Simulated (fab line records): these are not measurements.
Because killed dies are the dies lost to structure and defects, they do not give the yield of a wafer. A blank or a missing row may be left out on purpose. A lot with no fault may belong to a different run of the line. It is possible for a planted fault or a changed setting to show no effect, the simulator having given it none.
Which of the tools did it? -- flow n5-finfet -- 10 lots with 29 wafers sampled at 4 steps, on a route of 1938 steps

WHAT THE GAUGES READ, wafer by wafer
N5_BEOL_M11_OCD_MEAS_38.
lot,measured,on,trench-depth-nm (nm)
L968,day 10 00:09,ocd-02,145.7 145.5 149.0
L972,day 10 16:14,ocd-01,146.8 145.4 149.1
L973,day 10 22:34,ocd-01,147.4 143.3 148.5
L974,day 11 00:15,ocd-02,145.5 151.3 151.0
L976,day 11 02:57,ocd-02,148.1 151.4 147.0
L975,day 11 07:06,ocd-02,152.1 150.0 149.2
L978,day 11 17:17,ocd-01,147.9 147.7 143.8
L982,day 15 01:55,ocd-02,144.8 149.7 153.3
L988,day 15 18:05,ocd-01,145.7 151.8 154.1
L987,day 17 01:53,ocd-01,148.7 147.6

WHAT TOOL EACH LOT RAN ON (gives the tool, then ch and the chambers of the sampled wafers, and finally the start)
lot,N5_BEOL_M11_DESCUM_16,N5_BEOL_M11_ETCH_65,N5_BEOL_M11_VIA_ETCH_34
L968,"rie-diel-06 ch 0,1,2, day 9 22:40","rie-diel-05 ch 1,2,3, day 9 23:41","rie-diel-05 ch 1,2,3, day 9 23:52"
L972,"rie-diel-06 ch 1,2,3, day 10 14:40","rie-diel-01 ch 1,2,3, day 10 15:47","rie-diel-01 ch 1,2,3, day 10 15:58"
L973,"rie-diel-05 ch 0,1,3, day 10 20:40","rie-diel-05 ch 1,3, day 10 22:07","rie-diel-05 ch 1,3, day 10 22:17"
L974,"rie-diel-06 ch 0,1,2, day 10 22:32","rie-diel-05 ch 0,1,3, day 10 23:47","rie-diel-05 ch 0,1,3, day 10 23:58"
L976,"rie-diel-01 ch 1,2,3, day 11 01:19","rie-diel-06 ch 0,2,3, day 11 02:29","rie-diel-06 ch 0,2,3, day 11 02:40"
L975,"rie-diel-01 ch 1,2, day 11 05:46","rie-diel-05 ch 0,3, day 11 06:38","rie-diel-05 ch 0,3, day 11 06:49"
L978,"rie-diel-01 ch 2,3, day 11 14:30","rie-diel-06 ch 0,1,3, day 11 16:50","rie-diel-06 ch 0,1,3, day 11 17:00"
L982,"rie-diel-05 ch 2,3, day 15 00:09","rie-diel-01 ch 0,1,2, day 15 01:27","rie-diel-01 ch 0,1,2, day 15 01:38"
L988,"rie-diel-05 ch 1,3, day 15 16:35","rie-diel-01 ch 1,2,3, day 15 17:38","rie-diel-01 ch 1,2,3, day 15 17:49"
L987,"rie-diel-01 ch 0,1, day 16 23:22","rie-diel-06 ch 0,2, day 17 01:26","rie-diel-06 ch 0,2, day 17 01:36"
- N5_BEOL_M11_DESCUM_16: chemistry O2, time 7.9 s.
- N5_BEOL_M11_ETCH_65: etches SiARC in CF4, target depth 39 nm, time 65 s.
- N5_BEOL_M11_VIA_ETCH_34: etches SiCOH lowk in C4F6/O2, target depth 184.5 nm, time 69.2 s.

WHAT THE TOOLS THEMSELVES READ (means of the sampled wafers that have a number; where no wafer has one, the mark that the record gives instead)
N5_BEOL_M11_DESCUM_16.
lot,tool,drypump-motor-current-A (A),oes-product-au (a.u.),rf-vpp-V (V),showerhead-plenum-p-Torr (Torr),throttle-valve-pct (%)
L968,rie-diel-06,6.1,0.81,243.7,2.11,20.22
L972,rie-diel-06,5.8,0.78,242.9,2.06,20.32
L973,rie-diel-05,6.1,0.76,242.2,2.06,20.57
L974,rie-diel-06,6.1,0.80,242.8,2.10,20.23
L976,rie-diel-01,5.2,0.70,242.4,2.10,20.66
L975,rie-diel-01,5.4,0.72,242.9,2.10,20.60
L978,rie-diel-01,5.0,0.70,242.5,2.08,20.86
L982,rie-diel-05,5.2,0.75,244.7,2.17,20.47
L988,rie-diel-05,5.5,0.80,243.9,2.13,20.50
L987,rie-diel-01,5.1,0.81,243.8,2.14,20.45

N5_BEOL_M11_ETCH_65.
lot,tool,drypump-motor-current-A (A),etch-rf-on-time-s (s),oes-product-au (a.u.),rf-vpp-V (V),showerhead-plenum-p-Torr (Torr),throttle-valve-pct (%)
L968,rie-diel-05,5.6,65.9,0.66,183.9,2.18,15.70
L972,rie-diel-01,5.2,65.5,0.60,184.0,2.15,15.85
L973,rie-diel-05,5.5,65.5,0.71,184.9,2.19,15.64
L974,rie-diel-05,6.1,65.0,0.65,183.8,2.12,15.81
L976,rie-diel-06,6.1,64.5,0.69,184.2,2.16,15.45
L975,rie-diel-05,5.5,64.5,0.69,184.9,2.18,15.74
L978,rie-diel-06,5.7,65.8,0.63,184.5,2.16,15.63
L982,rie-diel-01,5.3,64.9,0.68,184.8,2.18,15.77
L988,rie-diel-01,5.2,64.8,0.74,183.6,2.14,15.59
L987,rie-diel-06,6.5,56.0,0.74,184.9,2.16,15.38

N5_BEOL_M11_VIA_ETCH_34.
lot,tool,drypump-motor-current-A (A),oes-product-au (a.u.),rf-vpp-V (V),showerhead-plenum-p-Torr (Torr),throttle-valve-pct (%)
L968,rie-diel-05,5.7,0.77,659,2.90,21.04
L972,rie-diel-01,5.1,0.70,677,2.86,21.12
L973,rie-diel-05,5.5,0.82,656,2.92,20.99
L974,rie-diel-05,6.1,0.76,660,2.82,21.18
L976,rie-diel-06,6.1,0.80,657,2.88,20.78
L975,rie-diel-05,5.6,0.81,664,2.91,21.05
L978,rie-diel-06,5.7,0.74,660,2.87,20.89
L982,rie-diel-01,5.3,0.79,684,2.89,21.05
L988,rie-diel-01,5.2,0.85,676,2.85,20.93
L987,rie-diel-06,6.5,0.79,658,2.87,20.68

THE ANSWER, worked out from the rows above alone
Rule: the lots themselves supply what counts as usual. The widest of any qualifying gaps counts: lots, ordered by their means at a reading, are off when they make up no more than a third of the lots, leave a main group of 4 or more, and stand apart from it by 3 or more times the standard deviation of that group's means. Not used: any main group whose means are identical at the precision the tables above print for the reading. A lot without any number at a reading at which 4 lots or more have one is off too. All remaining lots with rows at the step are treated as sound. After the gauges, taken in route order, come the tools' own readings; for these a lot's mean is taken, as printed above. At the first step where some lot is off, the reading lying furthest off is the one used; lots without a number count as furthest.
Off, at N5_BEOL_M11_ETCH_65 on etch-rf-on-time-s: L987. Mean 65.2 s and standard deviation 0.5 in the main group.
A tool fits if, at that step or a process step before it, it ran every lot that is off, and no sound lot after the first of them. This does not decide it: 2 tools fit, namely rie-diel-01 at N5_BEOL_M11_DESCUM_16 and rie-diel-06 at N5_BEOL_M11_ETCH_65.

WHAT HAD BEEN PUT IN BY THE SIMULATOR
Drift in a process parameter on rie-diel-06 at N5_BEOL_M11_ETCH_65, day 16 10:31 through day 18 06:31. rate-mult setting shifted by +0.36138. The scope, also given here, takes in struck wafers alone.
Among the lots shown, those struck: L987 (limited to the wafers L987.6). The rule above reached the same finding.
